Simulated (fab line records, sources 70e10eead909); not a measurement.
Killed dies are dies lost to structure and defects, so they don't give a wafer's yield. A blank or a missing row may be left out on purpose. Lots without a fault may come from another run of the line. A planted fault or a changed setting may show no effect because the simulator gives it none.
One fault seen from 2 desks | flow nand_harc | each desk has only its own numbers; what lay behind them comes last

THE TOOL OWNER'S DESK: pecvd-02
The tool's own readings at NHARC_A_STAIRCASE_DEP_156 (deposits SiNx, target thk 50 nm): means of the sampled wafers that have a number, for each lot that ran on this tool. A lot is out of limits, marked OUT, if its mean lies more than 4 standard deviations from the usual mean; the brackets give that distance.
Columns: A = heater_power_w at NHARC_A_STAIRCASE_DEP_156, usual 764 W; B = rf_fwd_power_W at NHARC_A_STAIRCASE_DEP_156, usual 448.2 W
lot  | first seen here | A   | B
L878 | day 11 11:19    | 714 | 448.2
L877 | day 11 15:15    | 660 | 449.5
L884 | day 13 04:47    | 743 | 423.9 (-17) OUT
L897 | day 16 14:08    | 713 | 446.9
This desk's finding: out of limits on L884; first on L884, day 13 04:47 (rf_fwd_power_W at NHARC_A_STAIRCASE_DEP_156). In limits: L878, L877, L897.

THE METROLOGY DESK
What the gauges read, lot by lot, whatever tool the lot ran on: means of the sampled wafers that have a number. A lot is out of limits, marked OUT, if its mean lies more than 4 standard deviations from the usual mean; the brackets give that distance.
Columns: A = thk_nm at NHARC_A_CHANNEL_FILL_D1_THK_MEAS_06, usual 5.0 nm
lot  | first seen here | A
L875 | day 10 14:32    | 4.8
L876 | day 10 22:53    | 4.8
L878 | day 10 22:53    | 5.1
L877 | day 11 02:41    | 5.2
L879 | day 11 08:59    | 5.8
L881 | day 11 15:27    | 5.9
L884 | day 12 15:36    | 4.5
L889 | day 14 05:23    | 5.2
L891 | day 14 05:23    | 4.7
L890 | day 14 13:35    | 4.8
L892 | day 14 13:35    | 4.2
L895 | day 14 23:56    | 4.6
L897 | day 16 02:06    | 4.1
This desk's finding: nothing out of limits on any of the 13 lots.

PUT TOGETHER
The tool owner's desk could have raised an alarm at day 13 04:47, on L884.
The metrology desk saw nothing out of limits.
The metrology desk has L884 on record, within its limits.
Of the lots named, all ran NHARC_A_STAIRCASE_DEP_156 on pecvd-02.

WHAT THE SIMULATOR HAD PUT IN
Process parameter drift: pecvd-02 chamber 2, from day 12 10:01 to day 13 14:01, at NHARC_A_STAIRCASE_DEP_156. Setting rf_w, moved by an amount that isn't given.
Lots struck among those shown: L884.
Hours from the fault's start to each desk's first reading out of limits: the tool owner's desk, 19.
